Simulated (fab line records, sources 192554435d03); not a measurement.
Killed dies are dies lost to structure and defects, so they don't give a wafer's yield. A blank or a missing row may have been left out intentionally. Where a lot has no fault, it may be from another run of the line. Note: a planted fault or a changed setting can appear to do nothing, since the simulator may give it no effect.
Matching of chambers | flow n5-finfet | 4 sister chambers for N5_BEOL_M1_ALD_84 on ald-metal-01
The step deposits TaN, pulse time 2 s, purge time 3 s, co reactant purge time 2 s. 8 wafers are shown with their chamber, then 9 later ones without.

WAFERS PAIRED WITH THEIR CHAMBERS
wafer  | chamber | heater-power-w (W) | mfc-carrier-sccm (sccm)
L077.1 | 3       | 402                | 1491
L082.4 | 3       | 400                | 1494
L082.6 | 2       | 339                | 1499
L083.2 | 0       | 419                | 1501
L083.6 | 2       | 335                | 1502
L084.1 | 1       | 386                | 1500
L084.4 | 0       | 417                | 1497
L084.6 | 1       | 392                | 1502

WAFERS WITHOUT THEIR CHAMBER
wafer  | heater-power-w (W) | mfc-carrier-sccm (sccm)
L088.1 | 438                | 1497
L088.3 | 406                | 1502
L088.6 | 387                | 1500
L092.1 | 395                | 1494
L092.2 | 349                | 1505
L092.6 | 388                | 1497
L093.1 | 384                | 1504
L093.4 | 424                | 1495
L093.6 | 387                | 1502

EACH ONE'S CHAMBER
wafer  | from the rows above          | in truth
L088.1 | 0                            | 0
L088.3 | can't be placed: 0 or 3 or 1 | 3
L088.6 | 1                            | 1
L092.1 | can't be placed: 3 or 1      | 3
L092.2 | 2                            | 2
L092.6 | 1                            | 1
L093.1 | 1                            | 1
L093.4 | 0                            | 0
L093.6 | 1                            | 1
Placed correctly: 7 of 9. Cannot be placed on the basis of these rows: 2; the candidates contain the true chamber in 2. 0 placed wrongly.
How it was worked out, from the rows above alone: a wafer's distance from a chamber is the root of the sum, over the readings, of the square of ((its reading less the chamber's mean) divided by the reading's scatter). The wafer belongs to the nearest chamber; if the next one is less than 2 further off, it can't be placed. A chamber's mean is the mean of its shown wafers. The scatter: the root of (the sum of the squares of (reading less its chamber's mean) over the shown wafers, divided by (wafers less chambers)).
